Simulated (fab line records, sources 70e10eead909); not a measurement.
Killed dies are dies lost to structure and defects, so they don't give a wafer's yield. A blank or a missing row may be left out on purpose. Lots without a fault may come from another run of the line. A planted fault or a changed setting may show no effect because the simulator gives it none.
Chamber matching | flow nand_harc | NHARC_P_GATE_DESCUM_93 on rie_diel-12: 4 sister chambers
The step chemistry O2, time 3 s. 4 wafers are shown with their chamber, then 7 later ones without.

WAFERS WITH THEIR CHAMBER
wafer  | chamber | showerhead_plenum_p_Torr (Torr)
L976.2 | 2       | 1.91
L976.3 | 1       | 1.81
L977.1 | 0       | 1.94
L977.3 | 3       | 2.02

WAFERS WITHOUT THEIR CHAMBER
wafer  | showerhead_plenum_p_Torr (Torr)
L977.5 | 1.94
L978.1 | 1.94
L978.4 | 1.91
L978.5 | 1.81
L982.1 | 1.81
L982.2 | 2.01
L982.6 | 2.01

WHICH CHAMBER EACH WENT THROUGH
wafer  | from the rows above | in truth
L977.5 | 0                   | 0
L978.1 | 0                   | 0
L978.4 | 2                   | 2
L978.5 | 1                   | 1
L982.1 | 1                   | 1
L982.2 | 3                   | 3
L982.6 | 3                   | 3
Placed correctly: 7 of 7. Can't be placed from these rows: 0. Placed wrongly: 0.
How it was worked out, from the rows above alone: a wafer's distance from a chamber is the root of the sum, over the readings, of the square of ((its reading less the chamber's mean) divided by the reading's scatter). The wafer belongs to the nearest chamber; if the next one is less than 2 further off, it can't be placed. A chamber's mean is the mean of its shown wafers. The scatter: with one shown wafer a chamber, the root of the mean of the squares of how far each hidden wafer lies from its nearest shown one.
